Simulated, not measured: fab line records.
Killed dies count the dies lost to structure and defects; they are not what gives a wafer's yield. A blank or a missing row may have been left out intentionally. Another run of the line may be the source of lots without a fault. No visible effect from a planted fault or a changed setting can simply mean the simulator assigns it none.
fab line records	flow n5_finfet
[record] lots = 7	wafers = 21
route steps=1938 shown DUMMY_GATE@234 SD_EPI_N@264 SD_ACTIVATION@331 ILD0@338 HKMG_FIN@402
start_h: hours from the record's first day to the start of the lot's first wafer shown	wait_h: how many hours have passed since the lot's step before this one	" unchanged from the row above	L1.1+2: one row covering several wafers at once	- either no value or no given start	* or withheld: withheld	< > ~ a bound
route shown NAME@n: names a module that has steps shown in the file, with the first one's number in the route	usual: average and standard deviation across the fault-free wafers	same: alike in all rows	chamber/n: place in a boat	sites: per-site readings	_std_site: how widely they spread, as a standard deviation	_edge_site: inner sites' mean taken away from outer sites' mean	radius_mm: how far each site lies from the wafer's centre	mask NAME#n: copy n	behind: the tool/chamber that last shaped the wafer	hold: why the lot was held/for how many hours/how that ended	device: which transistor (n, p or np) failed to switch	end of line: the tests these same wafers got at the end of their route	step lacking rows: just its recipe	killed: dies lost to structure and defects at the first sort, not the wafer's yield	map: a wafer's dies, x killed, . not, _ none there
set.NAME: setting as actually run; set.NAME@STEP: the setting as run at that earlier step	model.NAME: the simulator's own value behind a step, which no gauge read
lots run with intentionally changed settings; tables by step, rows by wafer
[[steps]]
[step N5_DUMMY_GATE_DESCUM_20]
[recipe] chemistry = O2	time_s = 6.2	source_power_w = 50	bias_power_w = 20	pressure_mtorr = 20	rf_frequency_hz = 2.712e+07	temp_c = 40	resist = CAR-EUV	o2_flow_sccm = 225
lot.wafer	tool	chamber	start_h	wait_h	set.time_s	model.CAR-EUV_of_DUMMY_GATE_COAT_09.thk_nm
L075.1+2	rie_diel-02	2,3	52.92	0.1	5.186	26.8
L075.4	"	1	"	"	6.2	26.4
L084.4	rie_diel-05	2	106.49	0.0	6.679	26.4
L084.5+6	"	2,3	"	"	6.2	26.6
L085.1+4	rie_diel-05	0,2	115.40	0.0	6.2	26.4
L085.3	"	1	"	"	6.2	26.6
L089.1+4+5	rie_diel-02	0,2,2	136.96	0.0	6.2	26.4
L090.1+2+3	rie_diel-05	3,1,0	142.33	0.0	6.2	26.4
L091.1+2	rie_diel-05	2,0	148.31	0.1	6.2	26.4
L091.6	"	2	"	"	7.117	26
L097.2	rie_diel-05	1	189.30	0.0	5.459	27
L097.3	"	2	"	"	6.2	26.6
L097.4	"	3	"	"	6.2	26.4
[step N5_DUMMY_GATE_ETCH_29]
[recipe] chemistry = N2/H2	target = underlayer	target_depth_a = 130	ion_energy_ev = 200	pressure_mtorr = 30	source_w = 840	bias_w = 150	n2_flow_sccm = 200	h2_flow_sccm = 200
[step N5_DUMMY_GATE_ETCH_36]
[recipe] chemistry = CF4	target = SiARC	target_depth_a = 130	pressure_mtorr = 40	source_w = 545	bias_w = 36	Ar_flow_sccm = 100	cf4_flow_sccm = 100	ion_energy_ev = 80
[step N5_DUMMY_GATE_STRIP_38]
[recipe] chemistry = N2/H2	temp_c = 40	n2_flow_sccm = 200	h2_flow_sccm = 200	rf_frequency_hz = 6e+07
[step N5_DUMMY_GATE_STRIP_39]
[recipe] chemistry = N2/H2	temp_c = 40	n2_flow_sccm = 200	h2_flow_sccm = 200	rf_frequency_hz = 6e+07
[step N5_DUMMY_GATE_TRIM_49]
[recipe] chemistry = O2	resist = SOC	time_s = 29	target_cd_nm = 14	source_power_w = 300	bias_power_w = 0	O2_flow_sccm = 100	temp_c = 20
lot.wafer	tool	chamber	start_h	wait_h	set.dose_mj@DUMMY_GATE_EXPOSE_12	model.DUMMY_GATE.cd_nm
L075.1	rie_si-03	3	53.15	0.0	34	14
L075.2	"	2	"	"	32.22	15.4
L075.4	"	1	"	"	32.22	14.6
L084.4	rie_si-03	1	106.76	0.1	34	13.8
L084.5	"	3	"	"	31.89	15.4
L084.6	"	0	"	"	34	14.2
L085.1	rie_si-03	1	115.63	0.0	34	13.6
L085.3+4	"	2,3	"	"	34	14.2
L089.1	rie_si-04	0	137.19	0.0	34	14
L089.4+5	"	2,3	"	"	34	14.2
L090.1	rie_si-01	3	142.56	0.0	34	14.4
L090.2	"	0	"	"	34	13.8
L090.3	"	2	"	"	34	14
L091.1	rie_si-04	0	148.54	0.0	36.08	12.8
L091.2	"	2	"	"	34	13.8
L091.6	"	2	"	"	36.08	13
L097.2+3	rie_si-03	2,3	189.52	0.0	34	14
L097.4	"	3	"	"	36.18	12.6
[step N5_DUMMY_GATE_STRIP_40]
[recipe] chemistry = CF4	resist = SiARC	power_w = 300	bias_power_w = 75	pressure_mtorr = 50	cf4_flow_sccm = 150	rf_frequency_hz = 6e+07
[step N5_DUMMY_GATE_ETCH_32]
[recipe] chemistry = CF4	target = SiO2	target_depth_a = 35	time_s = 3.9	ion_energy_ev = 350	pressure_mtorr = 10	icp_w = 800	bias_w = 400	cf4_flow_sccm = 80
[step N5_DUMMY_GATE_ETCH_23]
[recipe] chemistry = HBr/Cl2/O2	HBr_flow_sccm = 150	Cl2_flow_sccm = 80	O2_flow_sccm = 12	bias_w = 102	target_depth_a = 410	time_s = 22.3	target = poly-Si	mask_material = SiO2	pressure_mtorr = 10	icp_w = 800
[step N5_DUMMY_GATE_ETCH_44]
[recipe] chemistry = HBr/O2	over_etch_frac = 0.7	target_depth_a = 1275	stop_on = SiO2	ion_energy_ev = 60	bias_w = 20	target = poly-Si	mask_material = SiO2	pressure_mtorr = 20	icp_w = 400	HBr_flow_sccm = 120	O2_flow_sccm = 10
lot.wafer	tool	chamber	start_h	wait_h	set.dose_mj@DUMMY_GATE_EXPOSE_12	model.DUMMY_GATE.cd_nm
L075.1	rie_si-04	0	53.68	0.0	34	15.2
L075.2	"	3	"	"	32.22	16.2
L075.4	"	1	"	"	32.22	15.4
L084.4	rie_si-03	3	107.53	0.0	34	14.8
L084.5	"	1	"	"	31.89	16.4
L084.6	"	0	"	"	34	15
L085.1	rie_si-01	3	116.16	0.0	34	14.6
L085.3+4	"	0,1	"	"	34	15.2
L089.1+4+5	rie_si-01	1,2,3	137.85	0.0	34	15.2
L090.1	rie_si-04	1	143.17	0.0	34	15.4
L090.2	"	0	"	"	34	15
L090.3	"	2	"	"	34	15.2
L091.1+6	rie_si-03	2,0	149.18	0.0	36.08	14.2
L091.2	"	0	"	"	34	15
L097.2+3	rie_si-01	2,0	190.05	0.0	34	14.8
L097.4	"	1	"	"	36.18	13.6
[step N5_SD_EPI_N_COAT_03]
[recipe] resist = CAR-ArF-block	spin_rpm = 1500	resist_thk_nm = 150
lot.wafer	tool	chamber	start_h	wait_h	set.spin_rpm	model.CAR-ArF-block_of_SD_EPI_N_COAT_03.thk_nm
L075.1+2+4	litho_track-04	0	-	-	1607	144.6
L084.4	litho_track-04	0	-	-	1410	154.8
L084.5	"	0	"	"	1410	155.2
L084.6	"	0	"	"	1500	150
L085.1	litho_track-04	0	-	-	1500	150.8
L085.3	"	0	"	"	1369	158.2
L085.4	"	0	"	"	1369	157.8
L089.1	litho_track-01	0	-	-	1500	149.8
L089.4	"	0	"	"	1500	150.2
L089.5	"	0	"	"	1500	149.6
L090.1	litho_track-01	0	-	-	1627	144
L090.2	"	0	"	"	1500	150.6
L090.3	"	0	"	"	1627	144.2
L091.1	litho_track-01	0	-	-	1500	149.8
L091.2	"	0	"	"	1440	152.8
L091.6	"	0	"	"	1500	150
L097.2	litho_track-03	0	-	-	1335	159.2
L097.3	"	0	"	"	1335	159.4
L097.4	"	0	"	"	1500	150.4
[step N5_SD_EPI_N_PEB_07]
[recipe] peb_temp_c = 110	peb_time_s = 60	resist = CAR-ArF-block
lot.wafer	tool	chamber	start_h	wait_h	set.peb_temp_c
L075.1+2+4	litho_track-03	0	55.74	0.1	110
L084.4+5+6	litho_track-01	0	108.85	0.0	110
L085.1+3+4	litho_track-04	0	117.49	0.1	108.3
L089.1+4+5	litho_track-04	0	139.26	0.1	110
L090.1+3	litho_track-01	0	144.50	0.1	110
L090.2	"	0	"	"	108.8
L091.1	litho_track-01	0	150.42	0.1	110
L091.2+6	"	0	"	"	111.7
L097.2+3	litho_track-01	0	191.41	0.0	113.2
L097.4	"	0	"	"	110
[step N5_SD_EPI_N_DEVELOP_08]
[recipe] develop_time_s = 30	developer = TMAH	resist = CAR-ArF-block	dev_temp_c = 23	rinse_liquid = diw	dry = air_spin
[step N5_SD_EPI_N_CD_MEAS_09]
[recipe] target_cd_nm = 120	landing_energy_ev = 500	detector = se_inlens
[usual] cd_nm = 120.1/0.49
lot.wafer	tool	chamber	start_h	wait_h	set.peb_temp_c@SD_EPI_N_PEB_07	cd_nm
L075.1	cd_sem-03	0	55.80	-	110	119.7
L075.2	"	0	"	"	110	119.3
L075.4	"	0	"	"	110	120.5
L084.4	cd_sem-03	0	108.92	-	110	119.7
L084.5	"	0	"	"	110	119.4
L084.6	"	0	"	"	110	120.3
L085.1	cd_sem-02	0	117.55	-	108.3	114.7
L085.3	"	0	"	"	108.3	115.6
L085.4	"	0	"	"	108.3	114.9
L089.1	cd_sem-01	0	139.32	-	110	120.1
L089.4	"	0	"	"	110	119.5
L089.5	"	0	"	"	110	119.6
L090.1	cd_sem-02	0	144.57	-	110	120.1
L090.2	"	0	"	"	108.8	117.4
L090.3	"	0	"	"	110	119.7
L091.1	cd_sem-03	0	150.49	-	110	120.8
L091.2	"	0	"	"	111.7	123.3
L091.6	"	0	"	"	111.7	124.3
L097.2	cd_sem-01	0	191.48	-	113.2	127.6
L097.3	"	0	"	"	113.2	127.9
L097.4	"	0	"	"	110	119.6
[step N5_SD_EPI_N_DESCUM_14]
[recipe] chemistry = O2	time_s = 7.9	source_power_w = 50	bias_power_w = 20	pressure_mtorr = 20	rf_frequency_hz = 2.712e+07	temp_c = 40	resist = CAR-ArF-block	o2_flow_sccm = 225
lot.wafer	tool	chamber	start_h	wait_h	set.spin_rpm@SD_EPI_N_COAT_03	set.peb_temp_c@SD_EPI_N_PEB_07	model.CAR-ArF-block_of_SD_EPI_N_COAT_03.thk_nm	model.SD_EPI_N.cd_nm
L075.1	rie_diel-04	0	55.99	0.1	1607	110	138	120
L075.2	"	1	"	"	1607	110	138	119.8
L075.4	"	3	"	"	1607	110	138	120.4
L084.4	rie_diel-03	3	109.16	0.2	1410	110	148.2	119.6
L084.5	"	1	"	"	1410	110	148.6	119.2
L084.6	"	0	"	"	1500	110	143.4	119.8
L085.1	rie_diel-04	3	117.64	0.0	1500	108.3	144.2	114.6
L085.3	"	2	"	"	1369	108.3	151.6	115.2
L085.4	"	0	"	"	1369	108.3	151.2	114.8
L089.1	rie_diel-03	0	139.41	0.0	1500	110	143.2	119.6
L089.4	"	3	"	"	1500	110	143.6	119.4
L089.5	"	0	"	"	1500	110	143.2	119.4
L090.1	rie_diel-03	3	144.65	0.0	1627	110	137.4	119.8
L090.2	"	1	"	"	1500	108.8	144.2	116.8
L090.3	"	0	"	"	1627	110	137.6	120
L091.1	rie_diel-04	0	150.57	0.0	1500	110	143.2	120.6
L091.2	"	2	"	"	1440	111.7	146.2	123.6
L091.6	"	3	"	"	1500	111.7	143.6	124
L097.2+3	rie_diel-03	2,1	191.84	0.3	1335	113.2	152.8	127.6
L097.4	"	0	"	"	1500	110	143.8	119.2
[step N5_SD_EPI_N_ETCH_34]
[recipe] chemistry = CF4	target = SiARC	target_depth_a = 455	mask_material = CAR-ArF-block	time_s = 75.8	ion_energy_ev = 80	pressure_mtorr = 40	source_w = 545	bias_w = 36	Ar_flow_sccm = 100	cf4_flow_sccm = 100	ends = cleared
lot.wafer	tool	chamber	start_h	wait_h	set.peb_temp_c@SD_EPI_N_PEB_07	model.SD_EPI_N.cd_nm
L075.1	rie_diel-04	0	56.03	0.0	110	120
L075.2	"	1	"	"	110	119.8
L075.4	"	3	"	"	110	120.4
L084.4+6	rie_diel-03	3,0	109.20	0.0	110	119.6
L084.5	"	1	"	"	110	119.4
L085.1	rie_diel-04	3	117.68	0.0	108.3	114.4
L085.3	"	2	"	"	108.3	115
L085.4	"	0	"	"	108.3	114.8
L089.1	rie_diel-03	0	139.45	0.0	110	119.6
L089.4+5	"	3,0	"	"	110	119.4
L090.1+3	rie_diel-03	3,0	144.69	0.0	110	119.8
L090.2	"	1	"	"	108.8	117
L091.1	rie_diel-04	0	150.61	0.0	110	120.4
L091.2	"	2	"	"	111.7	123.2
L091.6	"	3	"	"	111.7	123.8
L097.2	rie_diel-03	2	191.88	0.0	113.2	127.4
L097.3	"	1	"	"	113.2	127.6
L097.4	"	0	"	"	110	118.8
[step N5_SD_EPI_N_ETCH_35]
[recipe] chemistry = N2/H2	target = SOC	overetch_a = 1080	mask_material = SiARC	temp_c = 40	ion_energy_ev = 100	source_w = 3000	bias_w = 133	pressure_mtorr = 20	time_s = 486	n2_flow_sccm = 200	h2_flow_sccm = 200
lot.wafer	tool	chamber	start_h	wait_h	set.peb_temp_c@SD_EPI_N_PEB_07	model.SD_EPI_N.cd_nm
L075.1+4	rie_diel-04	0,3	56.08	0.0	110	120.4
L075.2	"	1	"	"	110	119.8
L084.4+5	rie_diel-03	3,1	109.39	0.2	110	118.4
L084.6	"	0	"	"	110	117.8
L085.1+4	rie_diel-04	3,0	117.73	0.0	108.3	116.6
L085.3	"	2	"	"	108.3	116.2
L089.1	rie_diel-03	0	139.50	0.0	110	119.2
L089.4	"	3	"	"	110	119.4
L089.5	"	0	"	"	110	118.8
L090.1	rie_diel-03	3	144.74	0.0	110	119
L090.2	"	1	"	"	108.8	115
L090.3	"	0	"	"	110	119.8
L091.1	rie_diel-04	0	150.66	0.0	110	122
L091.2	"	2	"	"	111.7	124.6
L091.6	"	3	"	"	111.7	124.8
L097.2	rie_diel-03	2	191.93	0.0	113.2	128.4
L097.3	"	1	"	"	113.2	127
L097.4	"	0	"	"	110	118.2
[step N5_SD_EPI_N_STRIP_36]
[recipe] chemistry = N2/H2	temp_c = 40	n2_flow_sccm = 200	h2_flow_sccm = 200	rf_frequency_hz = 6e+07
[step N5_SD_EPI_N_ETCHBACK_44]
[recipe] chemistry = CH3F/O2	mode = anisotropic_etchback	target = SiNx	target_depth_a = 145	stop_on = SiO2	over_etch_frac = 0.3	ion_energy_ev = 120	pressure_mtorr = 30	source_w = 395	bias_w = 73	Ar_flow_sccm = 150	CH3F_flow_sccm = 30	O2_flow_sccm = 20
[step N5_SD_EPI_N_ETCH_45]
[recipe] chemistry = CH3F/O2	target = SiOCN	target_depth_a = 60	mask_material = SOC	ion_energy_ev = 60	bias_w = 29	pressure_mtorr = 15	source_w = 410	Ar_flow_sccm = 150	CH3F_flow_sccm = 30	O2_flow_sccm = 20
lot.wafer	tool	chamber	start_h	wait_h	set.peb_temp_c@SD_EPI_N_PEB_07	model.SD_EPI_N.cd_nm
L075.1	rie_diel-04	0	56.51	0.1	110	120.6
L075.2	"	1	"	"	110	119.8
L075.4	"	3	"	"	110	120.4
L084.4	rie_diel-03	3	109.71	0.1	110	118.4
L084.5	"	1	"	"	110	118.2
L084.6	"	0	"	"	110	118
L085.1+3	rie_diel-04	3,2	118.16	0.1	108.3	116.4
L085.4	"	0	"	"	108.3	116.8
L089.1	rie_diel-03	0	139.93	0.1	110	119.2
L089.4	"	3	"	"	110	119.4
L089.5	"	0	"	"	110	118.8
L090.1	rie_diel-03	3	145.17	0.1	110	119
L090.2	"	1	"	"	108.8	115
L090.3	"	0	"	"	110	119.8
L091.1	rie_diel-04	0	151.09	0.1	110	122
L091.2+6	"	2,3	"	"	111.7	124.8
L097.2	rie_diel-03	2	192.36	0.1	113.2	128.4
L097.3	"	1	"	"	113.2	126.8
L097.4	"	0	"	"	110	118
[step N5_SD_ACTIVATION_LSA_01]
[recipe] temp_c = 1080	time_s = 0.0008	ambient = N2
[usual] wafer_temp_C_max = 1085.2/1.2
lot.wafer	tool	chamber	start_h	wait_h	set.temp_c	wafer_temp_C_max
L075.1	laser_anneal-02	0	64.37	0.2	1080	1084.9
L075.2	"	0	"	"	1080	1084.5
L075.4	"	0	"	"	1080	1084.2
L084.4	laser_anneal-02	0	118.41	0.2	1113	1118.6
L084.5	"	0	"	"	1113	1118.1
L084.6	"	0	"	"	1080	1086.6
L085.1	laser_anneal-01	0	125.93	0.2	1080	1085.1
L085.3	"	0	"	"	1080	1085.1
L085.4	"	0	"	"	1093	1098.6
L089.1	laser_anneal-01	0	148.83	0.2	1080	1084.9
L089.4	"	0	"	"	1080	1084.7
L089.5	"	0	"	"	1080	1086.2
L090.1	laser_anneal-02	0	153.27	0.2	1093	1098.4
L090.2	"	0	"	"	1093	1096.3
L090.3	"	0	"	"	1080	1083.9
L091.1	laser_anneal-01	0	159.79	0.2	1051	1056.8
L091.2	"	0	"	"	1080	1085.4
L091.6	"	0	"	"	1080	1088.5
L097.2	laser_anneal-02	0	201.79	1.8	1069	1072.9
L097.3	"	0	"	"	1080	1082.6
L097.4	"	0	"	"	1080	1084.4
[step N5_SD_ACTIVATION_RS_MEAS_03]
[recipe] thk_meas_gauge = four-point-probe
[usual] RS_SD_N = 21.85/0.29	RS_SD_P = 56.4/1.1
lot.wafer	tool	chamber	start_h	wait_h	set.temp_c@SD_ACTIVATION_LSA_01	RS_SD_N[ohm/sq]	RS_SD_P[ohm/sq]
L075.1	film_metro-02	-	64.58	0.2	1080	21.71	55.9
L075.2	"	-	"	"	1080	21.91	54.9
L075.4	"	-	"	"	1080	21.86	56.2
L084.4	film_metro-02	-	118.58	0.1	1113	18.43	56.4
L084.5	"	-	"	"	1113	18.51	54.6
L084.6	"	-	"	"	1080	22.04	55.3
L085.1	film_metro-01	-	126.13	0.2	1080	21.42	56.6
L085.3	"	-	"	"	1080	22.09	56.6
L085.4	"	-	"	"	1093	20.33	56.5
L089.1	film_metro-01	-	149.05	0.2	1080	21.81	57.3
L089.4	"	-	"	"	1080	21.73	56.1
L089.5	"	-	"	"	1080	21.60	56.9
L090.1	film_metro-01	-	153.48	0.2	1093	20.72	56.6
L090.2	"	-	"	"	1093	20.56	55.9
L090.3	"	-	"	"	1080	21.89	56.9
L091.1	film_metro-01	-	160.00	0.2	1051	25.42	57.4
L091.2	"	-	"	"	1080	22.16	56.1
L091.6	"	-	"	"	1080	21.82	55.3
L097.2	film_metro-02	-	202.00	0.2	1069	22.81	56.9
L097.3	"	-	"	"	1080	21.76	55.8
L097.4	"	-	"	"	1080	21.71	56.3
[step N5_ILD0_CMP_03]
[recipe] stop_on = SiNx	t_overpolish_s = 1.9	post_cmp_clean = alkaline_brush	down_force_psi = 4.1491	platen_rpm = 51.796	pad_velocity_m_s = 1.0306	target_thk_nm = 197.38
[usual] time_to_endpoint_s = 71/3.6
lot.wafer	tool	chamber	start_h	wait_h	set.down_force_psi	time_to_endpoint_s
L075.4	cmp-03	1	67.35	0.1	4.1491	66
L075.1	"	2	"	"	4.1491	64
L075.2	"	3	"	"	4.1491	68
L084.4	cmp-02	0	121.62	0.0	4.1491	69
L084.5	"	0	"	"	3.237	91
L084.6	"	1	"	"	3.237	90
L085.3	cmp-03	3	128.87	0.0	4.1491	75
L085.1	"	1	"	"	4.1491	77
L085.4	"	2	"	"	4.1491	75
L089.4	cmp-01	1	151.86	0.1	4.1491	76
L089.1	"	2	"	"	4.1491	69
L089.5	"	3	"	"	4.1491	74
L090.3	cmp-02	0	156.44	0.0	3.265	86
L090.2	"	1	"	"	4.1491	69
L090.1	"	3	"	"	4.1491	67
L091.1	cmp-02	3	162.79	0.1	4.1491	65
L091.2	"	0	"	"	4.1491	64
L091.6	"	1	"	"	4.738	60
L097.4	cmp-02	0	205.08	0.0	4.1491	65
L097.3	"	2	"	"	4.1491	65
L097.2	"	3	"	"	4.1491	66
[step N5_HKMG_FIN_ETCH_54]
[recipe] chemistry = CF4	target = SiARC	target_depth_a = 455	mask_material = CAR-ArF	time_s = 75.8	ion_energy_ev = 80	pressure_mtorr = 40	source_w = 545	bias_w = 36	Ar_flow_sccm = 100	cf4_flow_sccm = 100	ends = cleared
[usual] etch_rf_on_time_s = 75.8/1.6	rf_vpp_V = 184.4/1.3
lot.wafer	tool	chamber	start_h	wait_h	set.source_w	etch_rf_on_time_s	rf_vpp_V
L075.1	rie_diel-03	0	77.29	0.0	612.6	68.2	178.9
L075.2	"	3	"	"	612.6	68.3	175.9
L075.4	"	1	"	"	545	78.9	183.4
L084.4	rie_diel-04	3	131.71	0.0	545	73.3	185.3
L084.5	"	0	"	"	599.8	67.9	180.2
L084.6	"	3	"	"	599.8	66.6	177.7
L085.1	rie_diel-04	0	139.18	0.0	545	74.6	184.7
L085.3	"	1	"	"	467.7	88.8	196.0
L085.4	"	3	"	"	467.7	84.9	196.4
L089.1	rie_diel-06	3	161.65	0.0	545	76.5	184.3
L089.4	"	1	"	"	545	73.9	183.2
L089.5	"	1	"	"	545	74.8	183.9
L090.1	rie_diel-06	2	166.66	0.0	545	75.4	183.3
L090.2	"	0	"	"	610.3	69.3	174.6
L090.3	"	3	"	"	610.3	68.5	177.9
L091.1	rie_diel-03	0	173.35	0.0	448.9	90.0	198.3
L091.2	"	1	"	"	545	80.3	183.6
L091.6	"	0	"	"	448.9	90.2	195.8
L097.2	rie_diel-03	0	215.26	0.0	515.7	80.4	186.0
L097.3	"	3	"	"	545	76.3	186.0
L097.4	"	0	"	"	545	76.5	184.9
[step N5_HKMG_FIN_ETCH_55]
[recipe] chemistry = N2/H2	target = SOC	target_depth_a = 2400	temp_c = 40	time_s = 300	ion_energy_ev = 200	mask_material = SiARC	pressure_mtorr = 30	source_w = 840	bias_w = 150	n2_flow_sccm = 200	h2_flow_sccm = 200
lot.wafer	tool	chamber	start_h	wait_h	set.time_s	model.etch.depth_nm	model.HKMG_FIN.feature_depth_nm	model.SiARC_of_HKMG_FIN_COAT_42.thk_nm
L075.1	rie_diel-03	0	77.34	0.0	300	238.7	238.8	21.4
L075.2	"	3	"	"	300	238.9	238.8	21
L075.4	"	1	"	"	300	231.6	231.6	21.6
L084.4	rie_diel-04	3	131.77	0.0	352.7	289.4	289.4	18.4
L084.5	"	0	"	"	300	239.1	239.2	21.2
L084.6	"	3	"	"	352.7	287.2	287.2	18.4
L085.1	rie_diel-04	0	139.23	0.0	363.2	296.6	296.6	18.2
L085.3	"	1	"	"	300	232.5	232.4	21.8
L085.4	"	3	"	"	363.2	300.7	300.6	18
L089.1	rie_diel-06	3	161.70	0.0	300	237.3	237.4	21.2
L089.4	"	1	"	"	300	243	243	21
L089.5	"	1	"	"	300	243.8	243.8	20.8
L090.1	rie_diel-06	2	166.71	0.0	333.8	267.5	267.4	19.6
L090.2	"	0	"	"	333.8	262.6	262.6	20
L090.3	"	3	"	"	333.8	264.9	264.8	19.4
L091.1	rie_diel-03	0	173.40	0.0	300	236.5	236.4	21.6
L091.2	"	1	"	"	365.9	279.1	279	18.8
L091.6	"	0	"	"	300	237.5	237.6	21.4
L097.2	rie_diel-03	0	215.32	0.0	340.9	267.7	267.6	19.8
L097.3	"	3	"	"	340.9	271.3	271.2	19.4
L097.4	"	0	"	"	340.9	270.6	270.6	19.6
[[key]]
[split] step = N5_DUMMY_GATE_DESCUM_20	setting = time_s	stated = 6.2	by = wafer
[response] step = N5_DUMMY_GATE_DESCUM_20	reading = model.CAR-EUV_of_DUMMY_GATE_COAT_09.thk_nm	change = -0.029	per = 1%	r = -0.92
[split] step = N5_SD_EPI_N_COAT_03	setting = spin_rpm	stated = 1500	by = wafer
[response] step = N5_SD_EPI_N_COAT_03	reading = model.CAR-ArF-block_of_SD_EPI_N_COAT_03.thk_nm	change = -0.802	per = 1%	r = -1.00
[response] step = N5_SD_EPI_N_DESCUM_14	reading = model.CAR-ArF-block_of_SD_EPI_N_COAT_03.thk_nm	change = -0.809	per = 1%	r = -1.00
[split] step = N5_SD_EPI_N_PEB_07	setting = peb_temp_c	stated = 110	by = wafer
[response] step = N5_SD_EPI_N_CD_MEAS_09	reading = cd_nm	change = +2.58	per = 1%	r = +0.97
[response] step = N5_SD_EPI_N_DESCUM_14	reading = model.SD_EPI_N.cd_nm	change = +2.72	per = 1%	r = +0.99
[response] step = N5_SD_EPI_N_ETCH_34	reading = model.SD_EPI_N.cd_nm	change = +2.75	per = 1%	r = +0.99
[response] step = N5_SD_EPI_N_ETCH_35	reading = model.SD_EPI_N.cd_nm	change = +3.04	per = 1%	r = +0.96
[response] step = N5_SD_EPI_N_ETCH_45	reading = model.SD_EPI_N.cd_nm	change = +3.08	per = 1%	r = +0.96
[split] step = N5_SD_ACTIVATION_LSA_01	setting = temp_c	stated = 1080	by = wafer
[response] step = N5_SD_ACTIVATION_LSA_01	reading = wafer_temp_C_max	change = *	per = 1%	r = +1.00
[response] step = N5_SD_ACTIVATION_RS_MEAS_03	reading = RS_SD_N	change = -1.19	per = 1%	r = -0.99
[split] step = N5_ILD0_CMP_03	setting = down_force_psi	stated = 4.1491	by = wafer
[response] step = N5_ILD0_CMP_03	reading = time_to_endpoint_s	change = *	per = 1%	r = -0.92
[split] step = N5_HKMG_FIN_ETCH_54	setting = source_w	stated = 545	by = wafer
[response] step = N5_HKMG_FIN_ETCH_54	reading = etch_rf_on_time_s	change = *	per = 1%	r = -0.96
[response] step = N5_HKMG_FIN_ETCH_54	reading = rf_vpp_V	change = -0.667	per = 1%	r = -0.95
[split] step = N5_HKMG_FIN_ETCH_55	setting = time_s	stated = 300	by = wafer
[response] step = N5_HKMG_FIN_ETCH_55	reading = model.etch.depth_nm	change = +2.58	per = 1%	r = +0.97
[response] step = N5_HKMG_FIN_ETCH_55	reading = model.HKMG_FIN.feature_depth_nm	change = +2.57	per = 1%	r = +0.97
[response] step = N5_HKMG_FIN_ETCH_55	reading = model.SiARC_of_HKMG_FIN_COAT_42.thk_nm	change = -0.151	per = 1%	r = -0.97
split outside_this_file step=N5_DUMMY_GATE_EXPOSE_12 setting=dose_mj
// split outside_this_file: this setting was split too, and the file shows its column; the key of that split is in another file
